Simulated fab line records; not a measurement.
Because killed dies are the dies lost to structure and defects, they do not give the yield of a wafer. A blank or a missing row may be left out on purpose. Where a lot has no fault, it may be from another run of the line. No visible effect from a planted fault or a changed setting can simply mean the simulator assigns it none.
8D (eight disciplines) problem report, filled in by code ; flow nand_harc ; the parts of the form that need people (team, actions taken, sign-off) are left out

1. WHAT WENT WRONG
Wafers without a fault read 169.7 nm with a standard deviation of 0.87, while cd_nm at NHARC_P_M2_CD_MEAS_09 averages 176.0 nm across 3 wafers of 1 lot. Measured from the usual mean, that is +7.3 standard deviations.
The step: target cd 170 nm.
Seen first at day 10 06:19 on cd_sem-01, wafer L710.1. At this step, 33 wafers from 11 lots have a number in the record. Rule for "out", or "out of limits": more than 4 standard deviations from the usual mean. All remaining wafers that have a number are taken as sound.

2. WHAT THIS IS AND IS NOT
question;is;is not
which readings at this step;cd_nm;-
which lots;L710;L695, L696, L697, L698, L699, L700, L701, L714, L717, L718
which wafers of those lots;all that have a number;-
read on which gauges;cd_sem-01;cd_sem-02, cd_sem-03
when;from day 10 06:19;"up to then (21 sound wafers); but 9 sound wafers of L714, L717, L718 came after"

3. WHAT RULES OUT EACH SUSPECT
Counting: any tool at a process step up to the reading is kept as a suspect provided that every lot that is out went through it and no sound lot did after the first of them.
- the gauge at NHARC_P_M2_CD_MEAS_09 has been ruled out. All the wafers that are out were read on cd_sem-01, but those of them that NHARC_P_M2_EXPOSE_06 has rows for are out there too, on other tools.
- rtp_anneal-02 at NHARC_P_M0_ANNEAL_30 (time 90 s): ruled out as a lasting fault. The sound lots L717 went through it after L710, its earliest lot that is out (day 9 23:25).
- pvd_sputter-01 at NHARC_P_M1_PVD_20 (deposits TaN, target thk 5 nm, time 8.06 s): ruled out as a lasting fault. The sound lots L717, L718 went through it after L710, its earliest lot that is out (day 10 06:11). NHARC_P_M1_PVD_20: start missing for some lots; hours and lot order therefore follow NHARC_P_M2_EXPOSE_06.
- arfi_scanner-03 at NHARC_P_M2_EXPOSE_06 (exposes mask P M2, target cd 170 nm): kept. It ran the lot that is out, L710 (day 10 06:11), and no sound lot after that; its last sound lot up to then is L701 (day 7 15:33). Its own readings are out on those wafers: exposure_dose_mJ_cm2.
Left after counting: arfi_scanner-03 at NHARC_P_M2_EXPOSE_06.

4. THE CAUSE (what the simulator had put in)
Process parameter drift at NHARC_P_M2_EXPOSE_06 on arfi_scanner-03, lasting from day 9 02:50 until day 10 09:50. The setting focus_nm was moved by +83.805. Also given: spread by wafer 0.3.
After counting, this tool was the only one left.

5. THE EFFECT CHAIN, in route order
Each row: a reading where the mean over the struck wafers with a number is more than 3 standard deviations away from the usual. Only readings whose record carries a usual standard deviation are examined. hours: median over the lots of the time between each lot's start at the first step of this table that gives one and its start at this step. sigmas: the change, counted in usual standard deviations.
hours;step;reading;usual;on struck wafers;change;sigmas
0;NHARC_P_M2_EXPOSE_06;exposure_dose_mJ_cm2;80.78;78.26;-2.52;-28
0;NHARC_P_M2_CD_MEAS_09;cd_nm;169.7 nm;176.0;+6.3;+7.3
Here are the process steps it includes:
- NHARC_P_M2_EXPOSE_06: exposes mask P M2, target cd 170 nm.

6. WHAT WOULD HAVE CAUGHT IT SOONER
The first out-of-limits reading at a measuring or inspecting step in this record came at day 10 06:19, 27 hours after the fault's start at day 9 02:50.
The tool's own readings at NHARC_P_M2_EXPOSE_06 were out on every struck wafer that the step has a row for (exposure_dose_mJ_cm2): an alarm limit on them would have fired on the first of those.
Lots out: 1; all had begun NHARC_P_M2_EXPOSE_06 on arfi_scanner-03 by day 10 06:19. Had the tool been put on hold then, not one of them would have been saved.
